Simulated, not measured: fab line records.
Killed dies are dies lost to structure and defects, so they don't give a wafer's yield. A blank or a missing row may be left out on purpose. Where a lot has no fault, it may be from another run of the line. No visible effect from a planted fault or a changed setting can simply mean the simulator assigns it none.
fab line records + flow nand-harc
record
- lots=12
- wafers=36
- last-day=34
route steps=1302 shown P_M0@268 END@1302
lots that met no fault: from a run of the same line without faults
start-h: hours from the record's opening day to when the first of the lot's shown wafers began + wait-h: hours from the lot's prior step to this one + " the same as in the row above + L1.1+2: a single row standing in for several wafers + - either no value or no given start + * or withheld: withheld + < > ~ a bound
route shown NAME@n: names a module that has steps shown in the file, with the first one's number in the route + usual: mean/standard deviation of fault-free wafers + same: alike in all rows + chamber/n: place in a boat + sites: per-site readings + _std_site: standard deviation of those values + _edge_site: mean of outer sites minus mean of inner sites + radius-mm: how far each site lies from the wafer's centre + mask NAME#n: copy n + behind: tool/chamber where the wafer was last shaped + hold: what put the lot on hold/how long, in hours/how the hold closed + device: which transistor (n, p or np) failed to switch + end of line: tests run on the same wafers once the route is complete + a step without rows: its recipe alone + killed: count of dies lost to structure and defects at first sort (not the wafer's yield) + map: a wafer's dies, marking killed ones x, the rest . and places with no die _
set.NAME: the run value of the setting; set.NAME@STEP: its run value at that earlier step + model.NAME: the simulator's own value behind a step, which no gauge read
steps of the route over a sample of lots; a table a step, a row a wafer
services: the hour from which a tool's chamber was out of use, counted from the record's first day as start-h (under 0 if before that day), plus the number of hours and why
## steps
# step NHARC_P_M0_ETCH_15
# recipe
- target-depth-a=1500
- overetch-a=150
- time-s=82.5
- c4f8-flow-sccm=withheld
- ar-flow-sccm=400
- rf-w=600
- bias-w=300
- chemistry=C4F8/Ar
# usual
- chamber-pressure-mTorr=24.998/0.023
- oes-product-au=0.957/0.017
- rf-vpp-V=440.4/2.7
| lot.wafer | tool        | chamber | start-h | wait-h | chamber-pressure-mTorr | oes-product-au | rf-hours-counter-h | rf-vpp-V |
|-----------|-------------|---------|---------|--------|------------------------|----------------|--------------------|----------|
| L649.1    | rie-diel-05 | 0       | -       | -      | 25.005                 | 0.969          | 11                 | 436.0    |
| L649.2    | "           | 2       | "       | "      | 24.980                 | 0.960          | 11                 | 441.5    |
| L649.5    | "           | 1       | "       | "      | 25.005                 | 0.985          | -                  | 443.2    |
| L650.3    | rie-diel-12 | 0       | -       | -      | 24.993                 | 0.946          | 14                 | 438.3    |
| L650.2    | "           | 3       | "       | "      | 24.997                 | 0.955          | 14                 | 442.1    |
| L650.5    | "           | 3       | "       | "      | 24.981                 | 0.952          | -                  | 441.3    |
| L651.3    | rie-diel-12 | 0       | -       | -      | 25.007                 | 0.948          | 14                 | 437.9    |
| L651.4    | "           | 3       | "       | "      | 25.010                 | 0.948          | -                  | 443.6    |
| L651.5    | "           | 0       | "       | "      | 24.955                 | 0.947          | -                  | 438.1    |
| L652.4    | rie-diel-12 | 3       | -       | -      | 25.017                 | 0.947          | 18                 | 443.5    |
| L652.5    | "           | 1       | "       | "      | 24.976                 | 0.976          | -                  | 441.9    |
| L652.6    | "           | 2       | "       | "      | 25.003                 | 0.964          | -                  | 438.7    |
| L654.4    | rie-diel-05 | 1       | -       | -      | 24.965                 | 0.975          | 17                 | 443.9    |
| L654.3    | "           | 0       | "       | "      | 24.988                 | 0.972          | 21                 | 436.7    |
| L654.6    | "           | 2       | "       | "      | 25.010                 | 0.954          | -                  | 439.1    |
| L655.1    | rie-diel-05 | 1       | -       | -      | 25.001                 | 0.978          | 19                 | 444.3    |
| L655.2    | "           | 2       | "       | "      | 25.016                 | 0.977          | 23                 | 441.4    |
| L655.5    | "           | 0       | "       | "      | 25.001                 | 0.959          | -                  | 436.7    |
| L659.1    | rie-diel-12 | 3       | -       | -      | 24.995                 | 0.912          | 43                 | 444.6    |
| L659.3    | "           | 2       | "       | "      | 24.934                 | 0.930          | 43                 | 436.3    |
| L659.6    | "           | 3       | "       | "      | 25.011                 | 0.897          | -                  | 443.6    |
| L667.4    | rie-diel-05 | 3       | -       | -      | 24.984                 | 0.961          | 12                 | 442.1    |
| L667.3    | "           | 0       | "       | "      | 24.970                 | 0.978          | 14                 | 435.8    |
| L667.5    | "           | 0       | "       | "      | 25.028                 | 0.966          | -                  | 436.9    |
| L669.4    | rie-diel-05 | 2       | -       | -      | 25.036                 | 0.950          | 17                 | 439.1    |
| L669.5    | "           | 2       | "       | "      | 24.951                 | 0.968          | -                  | 439.5    |
| L669.6    | "           | 3       | "       | "      | 25.012                 | 0.971          | -                  | 441.8    |
| L668.4    | rie-diel-05 | 2       | -       | -      | 25.033                 | 0.982          | 17                 | 440.9    |
| L668.2    | "           | 0       | "       | "      | 24.999                 | 0.962          | 16                 | 437.2    |
| L668.3    | "           | 1       | "       | "      | 24.999                 | 0.966          | 17                 | 445.2    |
| L670.3    | rie-diel-05 | 3       | -       | -      | 24.921                 | 0.953          | 16                 | 443.0    |
| L670.1    | "           | 0       | "       | "      | 25.022                 | 0.957          | 17                 | 438.2    |
| L670.6    | "           | 3       | "       | "      | 24.983                 | 0.952          | -                  | 441.6    |
| L671.4    | rie-diel-05 | 3       | -       | -      | 24.990                 | 0.952          | 21                 | 441.7    |
| L671.3    | "           | 0       | "       | "      | 25.011                 | 0.963          | 22                 | 435.0    |
| L671.5    | "           | 3       | "       | "      | 25.018                 | 0.955          | -                  | 441.4    |
# step NHARC_P_M0_DEGAS_28
# recipe
- temp-c=250
- time-s=60
# usual
- heater-power-w=316/31
- susceptor-temp-C=249.99/0.16
| lot.wafer | tool           | chamber | start-h | wait-h | heater-power-w | susceptor-temp-C |
|-----------|----------------|---------|---------|--------|----------------|------------------|
| L649.1    | pvd-sputter-02 | -       | 132.03  | -      | 345            | 249.94           |
| L649.2    | "              | -       | "       | "      | 286            | 250.11           |
| L649.5    | "              | -       | "       | "      | 349            | 249.84           |
| L650.3    | pvd-sputter-02 | -       | 146.24  | -      | 304            | 250.14           |
| L650.2    | "              | -       | "       | "      | 349            | 250.19           |
| L650.5    | "              | -       | "       | "      | 302            | 250.22           |
| L651.4    | pvd-sputter-03 | -       | 146.73  | -      | 401            | 249.87           |
| L651.3    | "              | -       | "       | "      | 321            | 249.84           |
| L651.5    | "              | -       | "       | "      | 401            | 249.77           |
| L652.4    | pvd-sputter-02 | -       | 165.18  | -      | 304            | 250.06           |
| L652.6    | "              | -       | "       | "      | 336            | 250.01           |
| L652.5    | "              | -       | "       | "      | 302            | 249.71           |
| L654.3    | pvd-sputter-01 | -       | 182.02  | -      | 303            | 249.88           |
| L654.4    | "              | -       | "       | "      | 327            | 249.99           |
| L654.6    | "              | -       | "       | "      | 308            | 249.78           |
| L655.1    | pvd-sputter-02 | -       | 187.29  | -      | 275            | 249.98           |
| L655.2    | "              | -       | "       | "      | 334            | 249.76           |
| L655.5    | "              | -       | "       | "      | 273            | 249.97           |
| L659.3    | pvd-sputter-02 | -       | 233.23  | -      | 333            | -                |
| L659.1    | "              | -       | "       | "      | 277            | -                |
| L659.6    | "              | -       | "       | "      | 351            | -                |
| L667.3    | pvd-sputter-01 | -       | 311.39  | -      | 314            | 250.01           |
| L667.4    | "              | -       | "       | "      | 308            | 249.85           |
| L667.5    | "              | -       | "       | "      | 325            | 249.95           |
| L669.4    | pvd-sputter-01 | -       | 327.43  | -      | 322            | 250.17           |
| L669.6    | "              | -       | "       | "      | 307            | 249.99           |
| L669.5    | "              | -       | "       | "      | 313            | 249.95           |
| L668.3    | pvd-sputter-03 | -       | 327.77  | -      | 324            | 250.14           |
| L668.4    | "              | -       | "       | "      | 275            | 249.87           |
| L668.2    | "              | -       | "       | "      | 313            | 249.89           |
| L670.1    | pvd-sputter-02 | -       | 340.50  | -      | 306            | 249.97           |
| L670.3    | "              | -       | "       | "      | 356            | 250.16           |
| L670.6    | "              | -       | "       | "      | 274            | 250.08           |
| L671.4    | pvd-sputter-03 | -       | 358.36  | -      | 312            | 250.20           |
| L671.3    | "              | -       | "       | "      | 405            | 250.03           |
| L671.5    | "              | -       | "       | "      | 273            | 250.13           |
# step NHARC_P_M0_PRE_CLEAN_29
# recipe
- time-s=30
- temp-c=280
- gas=H2/He
# usual
- heater-power-w=389/38
- susceptor-temp-C=280.01/0.16
| lot.wafer | tool           | chamber | start-h | wait-h | heater-power-w | susceptor-temp-C |
|-----------|----------------|---------|---------|--------|----------------|------------------|
| L649.1    | pvd-sputter-02 | -       | -       | -      | 415            | 279.99           |
| L649.2    | "              | -       | "       | "      | 369            | 279.79           |
| L649.5    | "              | -       | "       | "      | 341            | 280.26           |
| L650.3    | pvd-sputter-02 | -       | -       | -      | 440            | 279.81           |
| L650.2    | "              | -       | "       | "      | 428            | 280.17           |
| L650.5    | "              | -       | "       | "      | 416            | 279.91           |
| L651.3    | pvd-sputter-03 | -       | -       | -      | 331            | -                |
| L651.4    | "              | -       | "       | "      | 366            | -                |
| L651.5    | "              | -       | "       | "      | 325            | -                |
| L652.4    | pvd-sputter-02 | -       | -       | -      | 340            | 280.01           |
| L652.6    | "              | -       | "       | "      | 416            | 280.05           |
| L652.5    | "              | -       | "       | "      | 366            | 280.05           |
| L654.4    | pvd-sputter-01 | -       | -       | -      | 385            | 279.94           |
| L654.3    | "              | -       | "       | "      | 392            | 280.12           |
| L654.6    | "              | -       | "       | "      | 395            | 280.06           |
| L655.1    | pvd-sputter-02 | -       | -       | -      | 379            | 279.67           |
| L655.2    | "              | -       | "       | "      | 432            | 279.72           |
| L655.5    | "              | -       | "       | "      | 364            | 279.68           |
| L659.3    | pvd-sputter-02 | -       | -       | -      | 411            | 280.20           |
| L659.1    | "              | -       | "       | "      | 380            | 280.03           |
| L659.6    | "              | -       | "       | "      | 433            | 279.91           |
| L667.3    | pvd-sputter-01 | -       | -       | -      | 384            | -                |
| L667.4    | "              | -       | "       | "      | 391            | -                |
| L667.5    | "              | -       | "       | "      | 382            | -                |
| L669.4    | pvd-sputter-01 | -       | -       | -      | 398            | 279.89           |
| L669.6    | "              | -       | "       | "      | 387            | 279.96           |
| L669.5    | "              | -       | "       | "      | 376            | 279.75           |
| L668.2    | pvd-sputter-03 | -       | -       | -      | 342            | 280.08           |
| L668.4    | "              | -       | "       | "      | 391            | 279.92           |
| L668.3    | "              | -       | "       | "      | 507            | 279.91           |
| L670.1    | pvd-sputter-02 | -       | -       | -      | 380            | 279.84           |
| L670.3    | "              | -       | "       | "      | 381            | 280.15           |
| L670.6    | "              | -       | "       | "      | 345            | 279.89           |
| L671.4    | pvd-sputter-03 | -       | -       | -      | 484            | -                |
| L671.3    | "              | -       | "       | "      | 344            | -                |
| L671.5    | "              | -       | "       | "      | 494            | -                |
# step NHARC_P_M0_PVD_20
# recipe
- target-thk-a=50
- bias-v=168.6
- power-w=15000
- chamber-pressure-pa=0.12
- time-s=8.06
- substrate-temp-c=50
- material=TaN
# usual
- throttle-valve-pct=30.2/0.81
- time-s=8.06/0
| lot.wafer | tool           | chamber | start-h | wait-h | throttle-valve-pct | time-s |
|-----------|----------------|---------|---------|--------|--------------------|--------|
| L649.1    | pvd-sputter-02 | -       | 132.15  | -      | 29.4               | 8.06   |
| L649.2    | "              | -       | "       | "      | 30.7               | 8.06   |
| L649.5    | "              | -       | "       | "      | 30.6               | 8.06   |
| L650.2    | pvd-sputter-02 | -       | 146.39  | -      | 30.8               | 8.06   |
| L650.3    | "              | -       | "       | "      | 29.4               | 8.06   |
| L650.5    | "              | -       | "       | "      | 30.7               | 8.06   |
| L651.4    | pvd-sputter-03 | -       | 146.84  | -      | 29.4               | 8.06   |
| L651.3    | "              | -       | "       | "      | 29.0               | 8.06   |
| L651.5    | "              | -       | "       | "      | 29.5               | 8.06   |
| L652.4    | pvd-sputter-02 | -       | 165.30  | -      | 30.7               | 8.06   |
| L652.5    | "              | -       | "       | "      | 30.5               | 8.06   |
| L652.6    | "              | -       | "       | "      | 30.5               | 8.06   |
| L654.4    | pvd-sputter-01 | -       | 182.16  | -      | 30.8               | 8.06   |
| L654.3    | "              | -       | "       | "      | 30.9               | 8.06   |
| L654.6    | "              | -       | "       | "      | 30.2               | 8.06   |
| L655.1    | pvd-sputter-02 | -       | 187.41  | -      | 29.5               | 8.06   |
| L655.2    | "              | -       | "       | "      | 30.6               | 8.06   |
| L655.5    | "              | -       | "       | "      | 30.9               | 8.06   |
| L659.1    | pvd-sputter-02 | -       | 233.36  | -      | 29.3               | 8.3627 |
| L659.3    | "              | -       | "       | "      | 30.6               | 8.06   |
| L659.6    | "              | -       | "       | "      | 30.6               | 8.3627 |
| L667.3    | pvd-sputter-01 | -       | 311.53  | -      | 31.5               | 8.06   |
| L667.4    | "              | -       | "       | "      | 30.7               | 8.06   |
| L667.5    | "              | -       | "       | "      | 30.2               | 8.06   |
| L669.4    | pvd-sputter-01 | -       | 327.56  | -      | 30.0               | 8.06   |
| L669.5    | "              | -       | "       | "      | 31.0               | 8.06   |
| L669.6    | "              | -       | "       | "      | 29.7               | 8.06   |
| L668.2    | pvd-sputter-03 | -       | 327.89  | -      | 30.4               | 8.06   |
| L668.3    | "              | -       | "       | "      | 29.3               | 8.06   |
| L668.4    | "              | -       | "       | "      | 30.1               | 8.06   |
| L670.1    | pvd-sputter-02 | -       | 340.61  | -      | 30.0               | 8.06   |
| L670.3    | "              | -       | "       | "      | 30.9               | 8.06   |
| L670.6    | "              | -       | "       | "      | 29.9               | 8.06   |
| L671.4    | pvd-sputter-03 | -       | 358.45  | -      | 29.3               | 8.06   |
| L671.3    | "              | -       | "       | "      | 28.9               | 8.06   |
| L671.5    | "              | -       | "       | "      | 28.8               | 8.06   |
# step NHARC_END_SORT_01
# recipe
- temp-c=25
# usual
- defect-limited-yield=91.4/2.7
- killed-at-array=53/18
- killed-at-other=1.0/1.2
- killed-at-periphery=3.6/2.4
- killed-dies=58/18
- killed-open=3.4/1.8
- killed-short=2.3/1.5
- sort_bin_2_pct=3.1/1.2
- sort_bin_3_pct=0.7/0.39
- sort_bin_4_pct=4.8/1.6
- sort-n-pass=619/18
- sort-rim-yield-pct=88/4.1
- sort-yield-pct=91.4/2.7
# same
- gross-dies=677
- sort_bin_5_pct[%]=0
- sort_bin_6_pct[%]=0
- sort_bin_7_pct[%]=0
- sort_bin_8_pct[%]=0
- sort-rim-n-gross=106.00
| lot.wafer | tool      | chamber | start-h | wait-h | defect-limited-yield[%] | killed-at-array | killed-at-other | killed-at-periphery | killed-dies | killed-open | killed-short | sort_bin_2_pct[%] | sort_bin_3_pct[%] | sort_bin_4_pct[%] | sort-n-pass | sort-rim-yield-pct[%] | sort-yield-pct[%] |
|-----------|-----------|---------|---------|--------|-------------------------|-----------------|-----------------|---------------------|-------------|-------------|--------------|-------------------|-------------------|-------------------|-------------|-----------------------|-------------------|
| L650.2    | prober-01 | 0       | 580.23  | 2.8    | 88.8                    | 72              | 0               | 4                   | 76          | 6           | 1            | 3.8               | 1.2               | 6.2               | 601         | 94                    | 88.8              |
| L650.3    | prober-01 | 0       | 581.03  | 3.1    | 84.8                    | 100             | 1               | 2                   | 103         | 8           | 3            | 4.9               | 1.3               | 9.0               | 574         | 88                    | 84.8              |
| L650.5    | prober-01 | 0       | 582.64  | 3.7    | 90.0                    | 68              | 0               | 0                   | 68          | 2           | 3            | 3.7               | 1.5               | 4.9               | 609         | 84                    | 90.0              |
| L652.4    | prober-01 | 0       | 630.66  | 3.4    | 90.5                    | 59              | 4               | 1                   | 64          | 1           | 3            | 3.1               | 0.9               | 5.5               | 613         | 93                    | 90.5              |
| L652.5    | prober-01 | 0       | 631.46  | 3.7    | 92.0                    | 54              | 0               | 0                   | 54          | 4           | 0            | 2.8               | 0.6               | 4.6               | 623         | 87                    | 92.0              |
| L652.6    | prober-01 | 0       | 632.26  | 4.0    | 89.8                    | 63              | 1               | 5                   | 69          | 1           | 3            | 4.1               | 0.6               | 5.5               | 608         | 93                    | 89.8              |
| L659.1    | prober-02 | 0       | 675.98  | 2.5    | 89.8                    | 68              | 0               | 1                   | 69          | 3           | 1            | 4.0               | 0.7               | 5.5               | 608         | 82                    | 89.8              |
| L659.3    | prober-02 | 0       | 677.57  | 3.1    | 90.7                    | 61              | 0               | 2                   | 63          | 4           | 2            | 3.2               | 0.4               | 5.6               | 614         | 85                    | 90.7              |
| L659.6    | prober-02 | 0       | 679.96  | 4.0    | 89.5                    | 68              | 0               | 3                   | 71          | 6           | 2            | 4.3               | 1.0               | 5.2               | 606         | 86                    | 89.5              |
| L667.3    | prober-01 | 0       | 765.30  | 3.1    | 93.4                    | 44              | 0               | 1                   | 45          | 2           | 2            | 2.8               | 0.6               | 3.2               | 632         | 86                    | 93.4              |
| L667.4    | prober-01 | 0       | 766.09  | 3.4    | 91.7                    | 53              | 0               | 3                   | 56          | 4           | 2            | 2.8               | 0.6               | 4.9               | 621         | 83                    | 91.7              |
| L667.5    | prober-01 | 0       | 766.88  | 3.6    | 92.2                    | 50              | 0               | 3                   | 53          | 3           | 1            | 3.5               | 0.6               | 3.7               | 624         | 81                    | 92.2              |
| L668.2    | prober-02 | 0       | 765.80  | 2.8    | 93.8                    | 41              | 0               | 1                   | 42          | 3           | 0            | 2.4               | 0.3               | 3.5               | 635         | 89                    | 93.8              |
| L668.3    | prober-02 | 0       | 766.59  | 3.1    | 91.7                    | 54              | 1               | 1                   | 56          | 5           | 1            | 2.8               | 1.2               | 4.3               | 621         | 80                    | 91.7              |
| L668.4    | prober-02 | 0       | 767.38  | 3.4    | 91.9                    | 51              | 2               | 2                   | 55          | 7           | 1            | 1.5               | 0.9               | 5.8               | 622         | 84                    | 91.9              |
| L670.1    | prober-01 | 0       | 771.47  | 2.5    | 91.1                    | 57              | 0               | 3                   | 60          | 2           | 3            | 3.2               | 0.9               | 4.7               | 617         | 79                    | 91.1              |
| L670.3    | prober-01 | 0       | 773.09  | 3.1    | 93.2                    | 42              | 0               | 4                   | 46          | 3           | 5            | 2.4               | 0.9               | 3.5               | 631         | 91                    | 93.2              |
| L670.6    | prober-01 | 0       | 775.53  | 4.1    | 94.7                    | 33              | 0               | 3                   | 36          | 4           | 0            | 2.4               | 0.9               | 2.1               | 641         | 91                    | 94.7              |
| L669.4    | prober-02 | 0       | 778.54  | 3.4    | 88.8                    | 68              | 4               | 4                   | 76          | 5           | 4            | 4.4               | 0.4               | 6.4               | 601         | 81                    | 88.8              |
| L669.5    | prober-02 | 0       | 779.34  | 3.7    | 93.8                    | 34              | 2               | 6                   | 42          | 2           | 1            | 2.2               | 0.7               | 3.2               | 635         | 89                    | 93.8              |
| L669.6    | prober-02 | 0       | 780.15  | 4.0    | 91.4                    | 54              | 2               | 2                   | 58          | 4           | 3            | 2.5               | 0.9               | 5.2               | 619         | 88                    | 91.4              |
| L671.3    | prober-01 | 0       | 804.48  | 3.1    | 92.6                    | 47              | 0               | 3                   | 50          | 1           | 1            | 3.1               | 1.0               | 3.2               | 627         | 84                    | 92.6              |
| L671.4    | prober-01 | 0       | 805.27  | 3.4    | 90.5                    | 64              | 0               | 0                   | 64          | 3           | 1            | 2.7               | 1.2               | 5.6               | 613         | 82                    | 90.5              |
| L671.5    | prober-01 | 0       | 806.07  | 3.7    | 90.8                    | 57              | 0               | 5                   | 62          | 7           | 1            | 2.7               | 0.9               | 5.6               | 615         | 84                    | 90.8              |
# killed by level:class
L650.2 A_CHANNEL_HOLE_D2:chamber-film-flake=26 A_CHANNEL_HOLE_D1:chamber-film-flake=21 A_SLIT:chamber-film-flake=15 A_STAIRCASE:chamber-film-flake=4 P_ZERO_WELL:chamber-film-flake=2 P_M0:geometric-particle:open=1 P_M2:geometric-particle:open=1 A_CHANNEL_FILL_D1:geometric-particle:open=1
L650.3 A_CHANNEL_HOLE_D2:chamber-film-flake=40 A_CHANNEL_HOLE_D1:chamber-film-flake=32 A_SLIT:chamber-film-flake=13 A_CONTACT:chamber-film-flake=4 A_WL_FILL:geometric-particle:open=3 A_CHANNEL_HOLE_D2:geometric-particle:open=2 P_CONTACT:geometric-particle:short=1 A_ONON_D1:geometric-particle:open=1
L650.5 A_CHANNEL_HOLE_D2:chamber-film-flake=22 A_SLIT:chamber-film-flake=21 A_CHANNEL_HOLE_D1:chamber-film-flake=16 A_STAIRCASE:chamber-film-flake=2 A_CHANNEL_HOLE_D1:geometric-particle:open=1 A_CHANNEL_HOLE_D1:geometric-particle:short=1 A_CHANNEL_FILL_D1:geometric-particle:short=1 A_CONTACT:geometric-particle:open=1
L652.4 A_CHANNEL_HOLE_D1:chamber-film-flake=30 A_STAIRCASE:chamber-film-flake=8 A_CONTACT:chamber-film-flake=6 A_CHANNEL_HOLE_D2:chamber-film-flake=5 THIN_TSV:chamber-film-flake=4 A_CHANNEL_FILL_D1:chamber-film-flake=2 A_DECK1_JOINT:geometric-particle:short=1 A_CHANNEL_FILL_D2:geometric-particle:short=1
L652.5 A_CHANNEL_HOLE_D1:chamber-film-flake=27 A_CONTACT:chamber-film-flake=10 A_CHANNEL_HOLE_D2:chamber-film-flake=7 A_STAIRCASE:chamber-film-flake=3 A_CHANNEL_FILL_D2:chamber-film-flake=2 A_CHANNEL_FILL_D1:geometric-particle:open=1 A_CONTACT:geometric-particle:open=1 A_BLC:geometric-particle:open=1
L652.6 A_CHANNEL_HOLE_D1:chamber-film-flake=32 A_STAIRCASE:chamber-film-flake=9 A_CHANNEL_HOLE_D2:chamber-film-flake=9 P_CONTACT:chamber-film-flake=3 A_WL_FILL:chamber-film-flake=3 A_CONTACT:chamber-film-flake=3 A_DECK1_JOINT:geometric-particle:short=2 A_CHANNEL_FILL_D1:chamber-film-flake=2
L659.1 A_CHANNEL_HOLE_D1:chamber-film-flake=31 A_SLIT:chamber-film-flake=21 A_CONTACT:chamber-film-flake=9 A_CHANNEL_FILL_D1:geometric-particle:open=1 A_WL_FILL:geometric-particle:short=1 A_BLC:geometric-particle:open=1 A_M1:geometric-particle:open=1 P_ZERO_WELL:chamber-film-flake=1
L659.3 A_CHANNEL_HOLE_D1:chamber-film-flake=30 A_SLIT:chamber-film-flake=21 A_M0:geometric-particle:open=2 A_CONTACT:chamber-film-flake=2 P_M0:geometric-particle:open=1 A_ONON_D1:geometric-particle:open=1 A_ONON_D1:geometric-particle:short=1 A_SGD_CUT:geometric-particle:short=1
L659.6 A_CHANNEL_HOLE_D1:chamber-film-flake=34 A_SLIT:chamber-film-flake=22 A_ONON_D1:geometric-particle:open=2 A_STAIRCASE:chamber-film-flake=2 P_GATE:geometric-particle:short=1 A_DECK1_JOINT:geometric-particle:short=1 A_SGD_CUT:geometric-particle:open=1 A_WL_FILL:geometric-particle:open=1
L667.3 A_SLIT:chamber-film-flake=16 A_CHANNEL_HOLE_D2:chamber-film-flake=9 A_CHANNEL_HOLE_D1:chamber-film-flake=8 A_STAIRCASE:chamber-film-flake=6 A_WL_FILL:geometric-particle:short=2 A_ONON_D1:geometric-particle:open=1 A_WL_FILL:geometric-particle:open=1 P_GATE:chamber-film-flake=1
L668.2 A_CHANNEL_HOLE_D2:chamber-film-flake=16 A_CHANNEL_HOLE_D1:chamber-film-flake=11 A_SLIT:chamber-film-flake=5 A_DECK1_JOINT:geometric-particle:open=3 A_CONTACT:chamber-film-flake=3 A_BLC:chamber-film-flake=3 P_GATE:chamber-film-flake=1
L667.4 A_SLIT:chamber-film-flake=21 A_CHANNEL_HOLE_D1:chamber-film-flake=11 A_CHANNEL_HOLE_D2:chamber-film-flake=8 A_STAIRCASE:chamber-film-flake=4 A_CONTACT:chamber-film-flake=3 A_CONTACT:geometric-particle:open=2 P_CONTACT:geometric-particle:short=1 A_SGD_CUT:geometric-particle:short=1
L668.3 A_CHANNEL_HOLE_D2:chamber-film-flake=16 A_CHANNEL_HOLE_D1:chamber-film-flake=14 A_SLIT:chamber-film-flake=14 A_BLC:chamber-film-flake=5 P_GATE:geometric-particle:open=1 A_ONON_D1:geometric-particle:short=1 A_ONON_D1:geometric-particle:open=1 A_CHANNEL_FILL_D1:geometric-particle:open=1
L667.5 A_SLIT:chamber-film-flake=14 A_CHANNEL_HOLE_D2:chamber-film-flake=14 A_CHANNEL_HOLE_D1:chamber-film-flake=8 A_CONTACT:chamber-film-flake=6 P_ZERO_WELL:chamber-film-flake=3 A_STAIRCASE:chamber-film-flake=3 A_SOURCE_PLATE:geometric-particle:open=1 A_CHANNEL_FILL_D2:geometric-particle:short=1
L668.4 A_CHANNEL_HOLE_D1:chamber-film-flake=13 A_CHANNEL_HOLE_D2:chamber-film-flake=12 A_CONTACT:chamber-film-flake=6 A_SLIT:chamber-film-flake=5 A_ZERO_WELL:chamber-film-flake=4 A_STAIRCASE:chamber-film-flake=3 A_CHANNEL_FILL_D2:geometric-particle:open=2 THIN_TSV:chamber-film-flake=2
L670.1 A_SLIT:chamber-film-flake=21 A_CHANNEL_HOLE_D2:chamber-film-flake=18 A_CONTACT:chamber-film-flake=12 A_CHANNEL_HOLE_D1:chamber-film-flake=2 P_CONTACT:geometric-particle:short=1 P_M0:geometric-particle:open=1 P_M1:geometric-particle:open=1 A_CHANNEL_FILL_D2:geometric-particle:short=1
L670.3 A_SLIT:chamber-film-flake=14 A_CHANNEL_HOLE_D2:chamber-film-flake=12 A_CONTACT:chamber-film-flake=6 A_WL_FILL:geometric-particle:short=2 P_GATE:geometric-particle:open=1 P_CONTACT:geometric-particle:short=1 A_DECK1_JOINT:geometric-particle:short=1 A_ONON_D2:geometric-particle:open=1
L670.6 A_SLIT:chamber-film-flake=17 A_CHANNEL_HOLE_D2:chamber-film-flake=7 A_CONTACT:chamber-film-flake=3 P_CONTACT:geometric-particle:open=1 A_ONON_D1:geometric-particle:open=1 A_ONON_D2:geometric-particle:open=1 A_CHANNEL_FILL_D2:geometric-particle:open=1 P_GATE:chamber-film-flake=1
L669.4 A_SLIT:chamber-film-flake=23 A_CHANNEL_HOLE_D1:chamber-film-flake=9 A_CONTACT:chamber-film-flake=8 A_STAIRCASE:chamber-film-flake=4 THIN_TSV:chamber-film-flake=4 A_M1:chamber-film-flake=4 A_BONDPAD:chamber-film-flake=3 P_M2:chamber-film-flake=2
L669.5 A_SLIT:chamber-film-flake=14 A_CONTACT:chamber-film-flake=6 A_CHANNEL_HOLE_D1:chamber-film-flake=4 A_M1:chamber-film-flake=4 P_GATE:chamber-film-flake=3 A_ZERO_WELL:chamber-film-flake=2 THIN_TSV:chamber-film-flake=2 P_GATE:geometric-particle:open=1
L669.6 A_SLIT:chamber-film-flake=24 A_CONTACT:chamber-film-flake=8 A_CHANNEL_HOLE_D1:chamber-film-flake=5 A_STAIRCASE:chamber-film-flake=4 A_CONTACT:geometric-particle:open=2 A_ZERO_WELL:chamber-film-flake=2 A_BLC:chamber-film-flake=2 A_M1:chamber-film-flake=2
L671.3 A_SLIT:chamber-film-flake=17 A_CHANNEL_HOLE_D1:chamber-film-flake=12 A_CHANNEL_HOLE_D2:chamber-film-flake=11 A_STAIRCASE:chamber-film-flake=3 P_STI:chamber-film-flake=2 A_ONON_D2:geometric-particle:short=1 A_CONTACT:geometric-particle:open=1 P_ZERO_WELL:chamber-film-flake=1
L671.4 A_SLIT:chamber-film-flake=18 A_CHANNEL_HOLE_D1:chamber-film-flake=15 A_CHANNEL_HOLE_D2:chamber-film-flake=12 A_CONTACT:chamber-film-flake=5 A_BONDPAD:chamber-film-flake=4 A_STAIRCASE:chamber-film-flake=4 A_ONON_D1:geometric-particle:short=1 A_DECK1_JOINT:geometric-particle:open=1
L671.5 A_CHANNEL_HOLE_D1:chamber-film-flake=14 A_SLIT:chamber-film-flake=14 A_CHANNEL_HOLE_D2:chamber-film-flake=9 A_CONTACT:chamber-film-flake=8 A_BONDPAD:chamber-film-flake=3 P_M0:geometric-particle:open=2 P_CONTACT:geometric-particle:open=1 A_CHANNEL_FILL_D1:geometric-particle:open=1
## services
| tool           | chamber | start-h | hours | kind   |
|----------------|---------|---------|-------|--------|
| rie-diel-05    | 0       | 110.60  | -     | clean  |
| rie-diel-05    | 1       | 110.60  | -     | clean  |
| rie-diel-05    | 2       | 110.60  | -     | clean  |
| rie-diel-05    | 3       | 110.60  | -     | clean  |
| rie-diel-12    | 2       | 113.94  | 9.8   | repair |
| rie-diel-05    | 1       | 115.26  | 12.1  | repair |
| rie-diel-12    | 2       | 144.60  | 1.7   | repair |
| pvd-sputter-02 | -       | 153.66  | 2.3   | repair |
| rie-diel-12    | 1       | 162.17  | 1.2   | repair |
| pvd-sputter-03 | -       | 170.00  | 10.0  | pm     |
| rie-diel-12    | 3       | 205.13  | 6.5   | repair |
| pvd-sputter-01 | -       | 212.24  | 4.9   | repair |
| pvd-sputter-01 | -       | 226.04  | 10.0  | pm     |
| rie-diel-05    | -       | 229.60  | 9.0   | pm     |
| rie-diel-12    | 3       | 233.64  | 3.6   | repair |
| pvd-sputter-02 | -       | 239.93  | 2.7   | repair |
| pvd-sputter-02 | -       | 250.48  | 2.4   | repair |
| rie-diel-12    | -       | 268.82  | 9.0   | pm     |
| rie-diel-05    | 3       | 272.43  | 5.9   | repair |
| pvd-sputter-02 | -       | 282.05  | 10.0  | pm     |
| rie-diel-05    | 0       | 283.35  | 2.7   | repair |
| rie-diel-05    | 3       | 321.50  | 4.2   | repair |
| rie-diel-12    | 2       | 325.68  | 7.6   | repair |
| pvd-sputter-03 | -       | 348.00  | 10.0  | pm     |
## key
first-sign
- step=NHARC_P_M0_PVD_20
- reading=time-s
- direction=up
- sigmas=99+
- usual=*
- struck=*
effect none on later readings
met-at NHARC_P_M0_PVD_20
struck-lots L659
struck-wafers L659.1,L659.6
not-acting-at NHARC_P_M0_ETCH_15,NHARC_P_M0_DEGAS_28,NHARC_P_M0_PRE_CLEAN_29
onset-between 187.41 233.36
fault
- kind=process-parameter-drift
- tool=pvd-sputter-02
- chamber=-
- onset-h=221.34
- steps=NHARC_P_M0_PVD_20
- channel=time-s
- offset=*
- shape=step
- end-h=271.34
- scope=struck-wafers-only
- acts-in=*
- stated=*
